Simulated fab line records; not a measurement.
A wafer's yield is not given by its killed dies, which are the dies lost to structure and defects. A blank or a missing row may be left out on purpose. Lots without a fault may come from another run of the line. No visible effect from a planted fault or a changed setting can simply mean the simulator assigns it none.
Split-lot experiment || flow n5 finfet || route with 1938 steps; 7 lots, 39 wafers read

SPLIT DETAILS
At N5_SD_EPI_N_EPI_21 (deposits Si:P, time 690 s), the setting time s was moved away from the recipe's 690 s on 15 of the 39 wafers read, by -40.6% to +43.9%. This setting was run at the recipe's value on the other wafers.

FROM THE SPLIT TO THE READING: what the file shows between them, 5 steps
- N5_SD_EPI_N_EPI_MEAS_23
- N5_SD_EPI_N_PRECLEAN_24: cleans in O3/DIW, time 60 s
- N5_SD_EPI_N_SRD_25: time 30 s
- N5_SD_EPI_P_HM_STRIP_48: strips SiNx in H3PO4, material SiNx, target depth 3 nm
- N5_SD_EPI_P_SRD_49: time 30 s

THE READING
Si-P_of_SD_EPI_N_EPI_21.thk nm (the simulator's own value, which no gauge read), in nm, at N5_SD_EPI_P_PRECLEAN_24 (cleans in O3/DIW, time 45 s). No usual value for it is given in the file. Average 57.9 nm, standard deviation 0.5 nm, over the 24 wafers here run with the recipe.

{"wafer": "L074.1", "tool, chamber at the split": "epi rpcvd-03, 0", "time s as run, s": 871.5, "against the recipe": "+26.3%", "Si-P_of_SD_EPI_N_EPI_21.thk nm, nm": 68.8, "against lot-mates on the recipe": "+10.7"}
{"wafer": "L074.4", "tool, chamber at the split": "epi rpcvd-03, 0", "time s as run, s": 871.5, "against the recipe": "+26.3%", "Si-P_of_SD_EPI_N_EPI_21.thk nm, nm": 68.8, "against lot-mates on the recipe": "+10.7"}
{"wafer": "L074.2", "tool, chamber at the split": "epi rpcvd-03, 0", "time s as run, s": 871.5, "against the recipe": "+26.3%", "Si-P_of_SD_EPI_N_EPI_21.thk nm, nm": 69, "against lot-mates on the recipe": "+10.9"}
{"wafer": "L074.3", "tool, chamber at the split": "epi rpcvd-03, 0", "time s as run, s": 690, "against the recipe": "recipe", "Si-P_of_SD_EPI_N_EPI_21.thk nm, nm": 58, "against lot-mates on the recipe": "-"}
{"wafer": "L074.5", "tool, chamber at the split": "epi rpcvd-03, 0", "time s as run, s": 690, "against the recipe": "recipe", "Si-P_of_SD_EPI_N_EPI_21.thk nm, nm": 57.6, "against lot-mates on the recipe": "-"}
{"wafer": "L074.6", "tool, chamber at the split": "epi rpcvd-03, 0", "time s as run, s": 690, "against the recipe": "recipe", "Si-P_of_SD_EPI_N_EPI_21.thk nm, nm": 58.8, "against lot-mates on the recipe": "-"}
{"wafer": "L075.1", "tool, chamber at the split": "epi rpcvd-04, 0", "time s as run, s": 918.5, "against the recipe": "+33.1%", "Si-P_of_SD_EPI_N_EPI_21.thk nm, nm": 69.6, "against lot-mates on the recipe": "+12.0"}
{"wafer": "L075.2", "tool, chamber at the split": "epi rpcvd-04, 0", "time s as run, s": 690, "against the recipe": "recipe", "Si-P_of_SD_EPI_N_EPI_21.thk nm, nm": 57.8, "against lot-mates on the recipe": "-"}
{"wafer": "L075.3", "tool, chamber at the split": "epi rpcvd-04, 0", "time s as run, s": 690, "against the recipe": "recipe", "Si-P_of_SD_EPI_N_EPI_21.thk nm, nm": 57.4, "against lot-mates on the recipe": "-"}
{"wafer": "L075.4", "tool, chamber at the split": "epi rpcvd-04, 0", "time s as run, s": 918.5, "against the recipe": "+33.1%", "Si-P_of_SD_EPI_N_EPI_21.thk nm, nm": 70.2, "against lot-mates on the recipe": "+12.6"}
{"wafer": "L075.5", "tool, chamber at the split": "epi rpcvd-04, 0", "time s as run, s": 690, "against the recipe": "recipe", "Si-P_of_SD_EPI_N_EPI_21.thk nm, nm": 57.6, "against lot-mates on the recipe": "-"}
{"wafer": "L075.6", "tool, chamber at the split": "epi rpcvd-04, 0", "time s as run, s": 918.5, "against the recipe": "+33.1%", "Si-P_of_SD_EPI_N_EPI_21.thk nm, nm": 69.8, "against lot-mates on the recipe": "+12.2"}
{"wafer": "L078.1", "tool, chamber at the split": "epi rpcvd-03, 0", "time s as run, s": 690, "against the recipe": "recipe", "Si-P_of_SD_EPI_N_EPI_21.thk nm, nm": 58.4, "against lot-mates on the recipe": "-"}
{"wafer": "L078.2", "tool, chamber at the split": "epi rpcvd-03, 0", "time s as run, s": 690, "against the recipe": "recipe", "Si-P_of_SD_EPI_N_EPI_21.thk nm, nm": 58.4, "against lot-mates on the recipe": "-"}
{"wafer": "L078.4", "tool, chamber at the split": "epi rpcvd-03, 0", "time s as run, s": 690, "against the recipe": "recipe", "Si-P_of_SD_EPI_N_EPI_21.thk nm, nm": 58.4, "against lot-mates on the recipe": "-"}
{"wafer": "L078.3", "tool, chamber at the split": "epi rpcvd-03, 0", "time s as run, s": 690, "against the recipe": "recipe", "Si-P_of_SD_EPI_N_EPI_21.thk nm, nm": 57.6, "against lot-mates on the recipe": "-"}
{"wafer": "L078.5", "tool, chamber at the split": "epi rpcvd-03, 0", "time s as run, s": 690, "against the recipe": "recipe", "Si-P_of_SD_EPI_N_EPI_21.thk nm, nm": 58.2, "against lot-mates on the recipe": "-"}
{"wafer": "L078.6", "tool, chamber at the split": "epi rpcvd-03, 0", "time s as run, s": 690, "against the recipe": "recipe", "Si-P_of_SD_EPI_N_EPI_21.thk nm, nm": 58.6, "against lot-mates on the recipe": "-"}
{"wafer": "L082.1", "tool, chamber at the split": "epi rpcvd-04, 0", "time s as run, s": 409.7, "against the recipe": "-40.6%", "Si-P_of_SD_EPI_N_EPI_21.thk nm, nm": 37.6, "against lot-mates on the recipe": -20.5}
{"wafer": "L082.2", "tool, chamber at the split": "epi rpcvd-04, 0", "time s as run, s": 409.7, "against the recipe": "-40.6%", "Si-P_of_SD_EPI_N_EPI_21.thk nm, nm": 36.6, "against lot-mates on the recipe": -21.5}
{"wafer": "L082.3", "tool, chamber at the split": "epi rpcvd-04, 0", "time s as run, s": 690, "against the recipe": "recipe", "Si-P_of_SD_EPI_N_EPI_21.thk nm, nm": 57.6, "against lot-mates on the recipe": "-"}
{"wafer": "L082.4", "tool, chamber at the split": "epi rpcvd-04, 0", "time s as run, s": 690, "against the recipe": "recipe", "Si-P_of_SD_EPI_N_EPI_21.thk nm, nm": 58.2, "against lot-mates on the recipe": "-"}
{"wafer": "L082.5", "tool, chamber at the split": "epi rpcvd-04, 0", "time s as run, s": 409.7, "against the recipe": "-40.6%", "Si-P_of_SD_EPI_N_EPI_21.thk nm, nm": 37, "against lot-mates on the recipe": -21.1}
{"wafer": "L082.6", "tool, chamber at the split": "epi rpcvd-04, 0", "time s as run, s": 690, "against the recipe": "recipe", "Si-P_of_SD_EPI_N_EPI_21.thk nm, nm": 58.4, "against lot-mates on the recipe": "-"}
{"wafer": "L084.2", "tool, chamber at the split": "epi rpcvd-03, 0", "time s as run, s": 690, "against the recipe": "recipe", "Si-P_of_SD_EPI_N_EPI_21.thk nm, nm": 58.4, "against lot-mates on the recipe": "-"}
{"wafer": "L084.3", "tool, chamber at the split": "epi rpcvd-03, 0", "time s as run, s": 690, "against the recipe": "recipe", "Si-P_of_SD_EPI_N_EPI_21.thk nm, nm": 56.6, "against lot-mates on the recipe": "-"}
{"wafer": "L084.5", "tool, chamber at the split": "epi rpcvd-03, 0", "time s as run, s": 690, "against the recipe": "recipe", "Si-P_of_SD_EPI_N_EPI_21.thk nm, nm": 57.2, "against lot-mates on the recipe": "-"}
{"wafer": "L087.1", "tool, chamber at the split": "epi rpcvd-03, 0", "time s as run, s": 935.1, "against the recipe": "+35.5%", "Si-P_of_SD_EPI_N_EPI_21.thk nm, nm": 71.6, "against lot-mates on the recipe": "+13.8"}
{"wafer": "L087.2", "tool, chamber at the split": "epi rpcvd-03, 0", "time s as run, s": 935.1, "against the recipe": "+35.5%", "Si-P_of_SD_EPI_N_EPI_21.thk nm, nm": 72.4, "against lot-mates on the recipe": "+14.6"}
{"wafer": "L087.3", "tool, chamber at the split": "epi rpcvd-03, 0", "time s as run, s": 690, "against the recipe": "recipe", "Si-P_of_SD_EPI_N_EPI_21.thk nm, nm": 58, "against lot-mates on the recipe": "-"}
{"wafer": "L087.4", "tool, chamber at the split": "epi rpcvd-03, 0", "time s as run, s": 690, "against the recipe": "recipe", "Si-P_of_SD_EPI_N_EPI_21.thk nm, nm": 57.8, "against lot-mates on the recipe": "-"}
{"wafer": "L087.5", "tool, chamber at the split": "epi rpcvd-03, 0", "time s as run, s": 690, "against the recipe": "recipe", "Si-P_of_SD_EPI_N_EPI_21.thk nm, nm": 57.6, "against lot-mates on the recipe": "-"}
{"wafer": "L087.6", "tool, chamber at the split": "epi rpcvd-03, 0", "time s as run, s": 935.1, "against the recipe": "+35.5%", "Si-P_of_SD_EPI_N_EPI_21.thk nm, nm": 71.8, "against lot-mates on the recipe": "+14.0"}
{"wafer": "L089.1", "tool, chamber at the split": "epi rpcvd-01, 0", "time s as run, s": 690, "against the recipe": "recipe", "Si-P_of_SD_EPI_N_EPI_21.thk nm, nm": 57.6, "against lot-mates on the recipe": "-"}
{"wafer": "L089.4", "tool, chamber at the split": "epi rpcvd-01, 0", "time s as run, s": 690, "against the recipe": "recipe", "Si-P_of_SD_EPI_N_EPI_21.thk nm, nm": 57.6, "against lot-mates on the recipe": "-"}
{"wafer": "L089.2", "tool, chamber at the split": "epi rpcvd-01, 0", "time s as run, s": 992.7, "against the recipe": "+43.9%", "Si-P_of_SD_EPI_N_EPI_21.thk nm, nm": 75.8, "against lot-mates on the recipe": "+18.0"}
{"wafer": "L089.3", "tool, chamber at the split": "epi rpcvd-01, 0", "time s as run, s": 992.7, "against the recipe": "+43.9%", "Si-P_of_SD_EPI_N_EPI_21.thk nm, nm": 75.2, "against lot-mates on the recipe": "+17.4"}
{"wafer": "L089.6", "tool, chamber at the split": "epi rpcvd-01, 0", "time s as run, s": 992.7, "against the recipe": "+43.9%", "Si-P_of_SD_EPI_N_EPI_21.thk nm, nm": 75.2, "against lot-mates on the recipe": "+17.4"}
{"wafer": "L089.5", "tool, chamber at the split": "epi rpcvd-01, 0", "time s as run, s": 690, "against the recipe": "recipe", "Si-P_of_SD_EPI_N_EPI_21.thk nm, nm": 58.2, "against lot-mates on the recipe": "-"}

FIT RESULTS
A straight line over all 39 wafers: Si-P_of_SD_EPI_N_EPI_21.thk nm changes by +0.432 nm for each +1% of time s; r = +0.99; the points scatter about the line by 1.2 nm.
The same after taking each lot's own level away (the mean of its wafers on the recipe; 39 wafers): +0.435 nm for each +1%; r = +0.99; scatter 1.1 nm.
On that fit, the largest move of time s shifts the reading by 19 nm.
From 57.40 to 58.27 nm: that is the span of the lots' own levels, equal to 1.7 times the standard deviation above.
The two slopes agree, so the slope changes little with the lot-to-lot level.
Check: +18.4 nm against its lot-mates is what the line predicts for one of the wafers moved furthest among these (+43.9%) when that wafer is left out of the fit. It came out at +18 nm against them.

THESE WAFERS: OTHER SPLITS
Before the reading, these wafers also passed through other splits. Each is held against what the fit with the lots' levels taken away leaves over:
{"other split on the same wafers": "N5_FIN_SAQP_HM_DEP_72 target thk a", "wafers away from the commonest value": 9, "r with Si-P_of_SD_EPI_N_EPI_21.thk nm (lot level and that fit taken away)": "+0.34"}

THE WHOLE CHAIN: every reading that the file lists as answering this split, in the file's order
{"step": "N5_SD_EPI_N_EPI_21", "what it does": "deposits Si:P, time 690 s", "reading": "Si-P_of_SD_EPI_N_EPI_21.thk nm (the simulator's own value, which no gauge read)", "change (the file's fit)": "+0.432 nm for each +1% of the setting", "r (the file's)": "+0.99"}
{"step": "N5_SD_EPI_N_EPI_MEAS_23", "what it does": "", "reading": "thk nm", "change (the file's fit)": "withheld for each +1% of the setting", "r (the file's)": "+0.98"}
{"step": "N5_SD_EPI_P_PRECLEAN_24", "what it does": "cleans in O3/DIW, time 45 s", "reading": "Si-P_of_SD_EPI_N_EPI_21.thk nm (the simulator's own value, which no gauge read)", "change (the file's fit)": "+0.425 nm for each +1% of the setting", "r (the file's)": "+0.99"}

FILE'S OWN FIT
Si-P_of_SD_EPI_N_EPI_21.thk nm changes by +0.425 nm for each +1% of time s, r = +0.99.
